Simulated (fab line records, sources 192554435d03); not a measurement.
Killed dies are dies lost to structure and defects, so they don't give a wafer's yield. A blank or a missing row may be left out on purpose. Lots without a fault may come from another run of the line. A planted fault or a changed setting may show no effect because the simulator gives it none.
fab line records | flow n5_finfet | part 2 of 2: steps 5 to 6 of 6
record lots=24 wafers=72 last_day=19
route steps=1938 shown BEOL_M7@1265 BEOL_M8@1346
lots that met no fault: from a run of the same line without faults
start_h: hours from the record's first day to the start of the lot's first wafer shown | wait_h: hours since the lot's step before | " the same as in the row above | L1.1+2: a row that stands for several wafers | - no value, or no start given | * or withheld: withheld | < > ~ a bound
route shown NAME@n: a module of which the file shows steps, and the number in the route of the first | usual: mean/standard deviation of fault-free wafers | same: alike in all rows | chamber/n: place in a boat | sites: the reading at each site | _std_site: their standard deviation | _edge_site: outer sites' mean less inner sites' | radius_mm: how far each site lies from the wafer's centre | mask NAME#n: copy n | behind: the tool/chamber that last shaped the wafer | hold: why the lot was held/for how many hours/how that ended | device: the transistor (n, p or np) that didn't switch | end of line: the same wafers' tests at the end of the route | a step without rows: its recipe alone | killed: dies lost to structure and defects at the first sort, not the wafer's yield | map: a wafer's dies, x killed, . not, _ none there
set.NAME: the setting as run; set.NAME@STEP: as run at that earlier step | model.NAME: the simulator's own value behind a step, which no gauge read
steps of the route over a sample of lots; a table a step, a row a wafer
services: from which hour (start_h, from the record's first day; less than 0 if before it) a tool's chamber was out of use, for how many hours, and why
## steps
# step N5_BEOL_M7_ETCH_72
# recipe chemistry=N2/H2 target=underlayer target_depth_a=65 mask_material=CAR-EUV time_s=5.2 ion_energy_ev=200 pressure_mtorr=30 source_w=840 bias_w=150 n2_flow_sccm=200 h2_flow_sccm=200 ends=cleared
# usual drypump_motor_current_A=5.5/0.51 etch_rf_on_time_s=5.20/0.11 n2_flow_sccm=199.9/0.65 oes_product_au=0.67/0.062 rf_vpp_V=524.1/2.2 showerhead_plenum_p_Torr=2.56/0.064 throttle_valve_pct=17.90/0.18
# columns lot.wafer tool chamber start_h wait_h drypump_motor_current_A etch_rf_on_time_s n2_flow_sccm oes_product_au rf_hours_counter_h rf_vpp_V showerhead_plenum_p_Torr throttle_valve_pct
L074.1 rie_diel-04 1 193.80 0.0 6.1 5.19 200.6 0.65 169 527.7 2.65 17.87
L074.2 " 3 " " 5.3 5.16 200.3 0.71 54 523.0 2.58 17.75
L074.3 " 0 " " 5.1 5.12 199.3 0.67 95 527.7 2.56 17.75
L075.1 rie_diel-04 1 198.10 0.0 6.2 5.14 199.7 0.65 171 525.5 2.64 17.87
L075.2 " 0 " " 5.1 5.05 200.1 0.68 96 522.6 2.56 17.76
L075.5 " 3 " " 5.3 5.11 200.5 0.72 - 525.2 2.58 17.73
L077.1 rie_diel-06 3 203.83 0.0 6.2 5.07 199.3 0.81 11 521.4 2.51 17.83
L077.2 " 2 " " 5.8 5.26 199.6 0.63 168 522.3 2.53 18.18
L077.5 " 0 " " 4.9 5.25 200.1 0.58 - 524.4 2.52 17.70
L076.1 rie_diel-04 1 204.08 0.0 6.1 5.21 199.6 0.64 173 525.8 2.64 17.89
L076.2 " 0 " " 5.2 5.06 199.7 0.67 99 526.5 2.56 17.73
L076.5 " 1 " " 6.1 5.18 199.5 0.65 - 527.6 2.64 17.87
L078.1 rie_diel-02 0 214.70 0.0 5.3 5.48 199.4 0.59 215 523.0 2.52 18.28
L078.3 " 1 " " 5.7 5.24 201.0 0.67 152 523.7 2.55 17.93
L078.6 " 2 " " 6.4 5.14 200.1 0.80 - 523.6 2.60 17.77
L079.2 rie_diel-02 2 220.53 0.0 6.4 5.06 200.2 0.79 18 524.1 2.60 17.75
L079.3 " 1 " " 5.7 5.24 199.9 0.66 153 523.4 2.55 17.93
L079.6 " 3 " " 5.0 5.32 200.4 0.62 - 524.2 2.66 17.84
L080.1 rie_diel-02 2 227.29 0.0 6.4 5.09 199.4 0.78 21 524.7 2.60 17.73
L080.2 " 0 " " 5.3 5.41 200.2 0.59 218 523.4 2.52 18.25
L080.6 " 3 " " 5.0 5.29 200.7 0.63 - 527.1 2.66 17.84
L082.1 rie_diel-02 1 234.54 0.0 5.8 5.24 199.9 0.65 157 524.4 2.55 17.95
L082.2 " 3 " " 4.9 5.22 199.7 0.63 184 526.1 2.66 17.84
L082.5 " 1 " " 5.8 5.21 200.3 0.65 - 523.6 2.55 17.96
L081.2 rie_diel-04 3 234.77 0.0 5.3 5.19 198.4 0.70 68 524.7 2.58 17.76
L081.5 " 3 " " 5.3 5.18 199.2 0.70 - 525.2 2.58 17.79
L081.6 " 2 " " 5.0 5.13 199.5 0.71 - 523.3 2.45 17.92
L083.1 rie_diel-02 0 241.97 0.0 5.3 5.53 198.7 0.58 222 523.8 2.52 18.29
L083.4 " 2 " " 6.4 5.18 199.8 0.77 26 526.8 2.59 17.76
L083.6 " 3 " " 4.9 5.35 200.0 0.62 - 525.4 2.65 17.84
L085.2 rie_diel-06 0 242.36 0.0 4.9 5.26 199.6 0.58 249 522.1 2.51 17.71
L085.4 " 2 " " 5.8 5.19 199.8 0.64 180 522.5 2.52 18.23
L085.5 " 1 " " 5.5 5.16 199.6 0.63 - 528.1 2.63 18.08
L084.4 rie_diel-04 3 244.13 0.0 5.3 5.26 199.1 0.69 71 525.3 2.57 17.76
L084.5 " 0 " " 5.1 5.12 199.6 0.67 - 526.0 2.55 17.76
L084.6 " 3 " " 5.3 5.22 198.9 0.69 - 525.7 2.57 17.76
L086.1 rie_diel-04 2 273.90 0.0 5.0 5.13 201.1 0.70 102 520.9 2.44 17.96
L086.2 " 0 " " 5.1 5.10 200.8 0.67 121 524.6 2.55 17.77
L086.6 " 1 " " 6.1 5.16 200.2 0.63 - 525.4 2.63 17.91
L089.1 rie_diel-02 3 278.97 0.0 5.0 5.32 200.0 0.62 198 524.1 2.65 17.86
L089.5 " 0 " " 5.3 5.50 198.0 0.57 - 522.0 2.51 18.30
L089.6 " 1 " " 5.7 5.20 199.4 0.65 - 525.2 2.54 17.98
L087.4 rie_diel-04 0 279.02 0.0 5.2 5.08 200.0 0.65 122 523.4 2.55 17.75
L087.5 " 1 " " 6.1 5.12 200.7 0.63 - 527.8 2.63 17.91
L087.6 " 2 " " 5.0 5.14 199.5 0.70 - 521.1 2.44 17.93
L088.1 rie_diel-06 2 290.69 0.0 5.8 5.25 199.9 0.62 196 524.2 2.52 18.24
L088.3 " 0 " " 4.9 5.20 199.5 0.79 9 522.1 2.51 17.32
L088.5 " 1 " " 5.5 5.08 201.3 0.63 - 527.4 2.62 18.15
L091.2 rie_diel-02 0 294.60 0.0 5.3 5.51 199.8 0.58 237 522.4 2.51 18.32
L091.3 " 1 " " 5.7 5.27 199.5 0.64 175 523.5 2.54 17.98
L091.4 " 2 " " 6.3 5.18 199.9 0.76 41 529.1 2.59 17.78
L090.1 rie_diel-06 2 311.85 0.0 5.8 5.26 200.5 0.62 202 522.1 2.52 18.24
L090.2 " 3 " " 6.2 5.00 200.0 0.74 44 522.3 2.50 17.87
L090.5 " 3 " " 6.2 4.98 200.0 0.74 - 522.5 2.50 17.89
L092.1 rie_diel-04 2 323.87 0.0 5.0 5.16 199.5 0.69 116 521.5 2.44 17.96
L092.2 " 3 " " 5.3 5.24 199.7 0.67 94 526.7 2.57 17.80
L092.6 " 3 " " 5.3 5.28 200.1 0.68 - 523.5 2.57 17.82
L093.3 rie_diel-02 0 340.84 0.0 5.3 5.49 200.5 0.56 249 520.7 2.51 18.34
L093.5 " 3 " " 5.0 5.33 200.5 0.61 - 526.0 2.64 17.90
L093.6 " 2 " " 6.3 5.26 199.5 0.72 - 521.4 2.58 17.79
L096.2 rie_diel-04 3 341.66 0.0 5.3 5.13 200.2 0.68 99 524.7 2.56 17.83
L096.5 " 2 " " 5.0 5.07 199.6 0.69 - 521.0 2.44 17.97
L096.6 " 3 " " 5.3 5.12 199.5 0.67 - 525.5 2.56 17.84
L094.1 rie_diel-04 1 344.27 0.0 6.2 5.17 200.3 0.61 215 525.7 2.62 17.94
L094.4 " 1 " " 6.2 5.14 200.2 0.62 - 525.2 2.63 17.96
L094.5 " 0 " " 5.1 5.10 199.7 0.65 - 523.0 2.54 17.84
L097.1 rie_diel-02 2 362.91 0.0 6.4 5.22 199.8 0.72 60 525.9 2.58 17.80
L097.3 " 0 " " 5.3 5.42 198.6 0.82 0 521.7 2.51 17.85
L097.6 " 3 " " 5.0 5.34 200.9 0.60 - 524.7 2.64 17.93
L095.2 rie_diel-04 3 379.14 0.0 5.3 5.18 200.3 0.66 108 523.2 2.56 17.83
L095.3 " 1 " " 6.1 5.12 199.9 0.61 224 526.0 2.62 17.97
L095.6 " 1 " " 6.1 5.15 200.5 0.61 - 527.5 2.62 17.93
# step N5_BEOL_M8_OVL_MEAS_12
# recipe points_per_wafer=44
# usual M8_OVL=0.1/0.6
# columns lot.wafer tool chamber start_h wait_h M8_OVL[nm]
L074.1 overlay-02 0 198.53 0.0 -0.3
L074.2 " 0 " " 0.1
L074.3 " 0 " " 0.6
L075.1 overlay-02 0 205.15 0.0 -0.1
L075.2 " 0 " " 0.1
L075.5 " 0 " " -0.6
L077.1 overlay-01 0 209.76 0.0 0.2
L077.2 " 0 " " 0.8
L077.5 " 0 " " 0.6
L076.1 overlay-02 0 210.04 0.0 1.2
L076.2 " 0 " " 1.9
L076.5 " 0 " " 0.9
L078.1 overlay-01 0 221.72 0.0 -0.3
L078.3 " 0 " " -0.7
L078.6 " 0 " " -0.3
L079.2 overlay-01 0 225.66 0.0 0.6
L079.3 " 0 " " 0.7
L079.6 " 0 " " 0.6
L080.1 overlay-01 0 235.34 0.0 -0.5
L080.2 " 0 " " -0.9
L080.6 " 0 " " -1.4
L082.1 overlay-01 0 239.11 0.0 0.3
L082.2 " 0 " " -0.1
L082.5 " 0 " " 0.6
L081.2 overlay-01 0 240.15 0.0 0.4
L081.5 " 0 " " 0.6
L081.6 " 0 " " 1.0
L083.1 overlay-01 0 246.19 0.0 -0.4
L083.4 " 0 " " 0.5
L083.6 " 0 " " 1.2
L085.2 overlay-01 0 249.28 0.0 0.4
L085.4 " 0 " " -0.3
L085.5 " 0 " " 0.0
L084.4 overlay-01 0 249.62 0.1 -0.3
L084.5 " 0 " " -0.3
L084.6 " 0 " " -0.4
L086.1 overlay-01 0 280.63 0.0 0.4
L086.2 " 0 " " 0.6
L086.6 " 0 " " 0.5
L089.1 overlay-02 0 285.36 0.0 0.1
L089.5 " 0 " " 0.2
L089.6 " 0 " " 0.0
L087.4 overlay-02 0 285.52 0.0 -0.5
L087.5 " 0 " " 0.6
L087.6 " 0 " " 0.0
L088.1 overlay-01 0 296.29 0.0 0.2
L088.3 " 0 " " -0.4
L088.5 " 0 " " 0.9
L091.2 overlay-01 0 298.33 0.0 0.7
L091.3 " 0 " " -1.4
L091.4 " 0 " " 0.8
L090.1 overlay-02 0 316.49 0.0 -0.7
L090.2 " 0 " " -1.1
L090.5 " 0 " " -0.4
L092.1 overlay-01 0 330.44 0.0 0.0
L092.2 " 0 " " -0.5
L092.6 " 0 " " -0.6
L093.3 overlay-02 0 346.56 0.0 0.0
L093.5 " 0 " " 0.5
L093.6 " 0 " " 0.2
L096.2 overlay-01 0 349.58 0.0 0.3
L096.5 " 0 " " -0.2
L096.6 " 0 " " -0.3
L094.1 overlay-01 0 349.78 0.0 -0.8
L094.4 " 0 " " -0.2
L094.5 " 0 " " -0.6
L097.1 overlay-02 0 371.92 0.0 0.3
L097.3 " 0 " " 1.8
L097.6 " 0 " " 0.0
L095.2 overlay-01 0 388.85 0.1 0.1
L095.3 " 0 " " -0.7
L095.6 " 0 " " -1.2
## services
# columns tool chamber start_h hours kind
rie_diel-06 - 177.84 0.6 repair
rie_diel-04 0 185.19 4.0 repair
rie_diel-06 3 235.37 2.3 repair
rie_diel-06 0 244.91 - clean
rie_diel-06 0 244.91 - consumable_replace:focus_ring
rie_diel-06 0 244.91 17.9 scheduled_down
rie_diel-06 0 244.91 17.9 vent_cycle
rie_diel-06 1 295.74 3.9 repair
rie_diel-06 1 303.97 8.4 repair
rie_diel-06 0 337.93 3.2 repair
rie_diel-04 3 342.35 3.4 repair
rie_diel-02 0 344.87 - clean
rie_diel-02 0 344.87 - consumable_replace:focus_ring
rie_diel-02 0 344.87 15.9 scheduled_down
rie_diel-02 0 344.87 15.9 vent_cycle
rie_diel-02 3 347.28 2.8 repair
rie_diel-04 0 359.94 1.7 repair
